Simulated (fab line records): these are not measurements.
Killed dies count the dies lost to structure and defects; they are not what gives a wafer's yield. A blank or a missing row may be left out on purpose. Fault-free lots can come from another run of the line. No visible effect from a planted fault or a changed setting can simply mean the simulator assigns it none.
The tool behind it: which one? | flow nandHarc | Sampling: 7 lots, 21 wafers, 3 of 1302 route steps

WHAT THE GAUGES SHOWED, per wafer
NHARC_P_M0_INSPECT_27.
lot  | measured     | on               | rawDefectCount
L242 | day 6 15:24  | defectInspect-02 | 156 162 298
L244 | day 7 23:12  | defectInspect-02 | 347 371 223
L247 | day 9 03:08  | defectInspect-01 | 188 205 147
L250 | day 9 23:25  | defectInspect-02 | 418 213 210
L253 | day 11 00:07 | defectInspect-01 | 231 227 191
L261 | day 14 14:00 | defectInspect-01 | 442 323 394
L263 | day 15 09:35 | defectInspect-01 | 188 140 103

WHAT TOOL EACH LOT RAN ON (gives the tool, then ch and the chambers of the sampled wafers, and finally the start)
lot  | NHARC_P_M0_DEGAS_28         | NHARC_P_M0_ANNEAL_30
L242 | pvdSputter-03, day 6 13:49  | rtpAnneal-01 ch 0, day 6 14:35
L244 | pvdSputter-02, day 7 21:26  | rtpAnneal-02 ch 0, day 7 22:23
L247 | pvdSputter-01, day 9 01:34  | rtpAnneal-01 ch 0, day 9 02:25
L250 | pvdSputter-03, day 9 21:52  | rtpAnneal-01 ch 0, day 9 22:36
L253 | pvdSputter-01, day 10 22:32 | rtpAnneal-02 ch 0, day 10 23:22
L261 | pvdSputter-03, day 14 12:23 | rtpAnneal-02 ch 0, day 14 13:11
L263 | pvdSputter-01, day 15 08:02 | rtpAnneal-01 ch 0, day 15 08:49
- NHARC_P_M0_DEGAS_28: time 60 s.
- NHARC_P_M0_ANNEAL_30: time 90 s.

THE ANSWER, worked out from the rows above alone
Rule: the usual values come from the lots themselves. The widest of any qualifying gaps counts: lots, ordered by their means at a reading, are off when they make up no more than a third of the lots, leave a main group of 4 or more, and stand apart from it by 3 or more times the standard deviation of that group's means. If all means in a main group match to the digits the tables above print for the reading, that group is not used. Also off: a lot with no number at a reading for which 4 or more lots have one. Any other lot the step has rows for is counted as sound.
Nothing can be told from this: no lot is off at any reading shown.

WHAT WAS PUT IN BY THE SIMULATOR
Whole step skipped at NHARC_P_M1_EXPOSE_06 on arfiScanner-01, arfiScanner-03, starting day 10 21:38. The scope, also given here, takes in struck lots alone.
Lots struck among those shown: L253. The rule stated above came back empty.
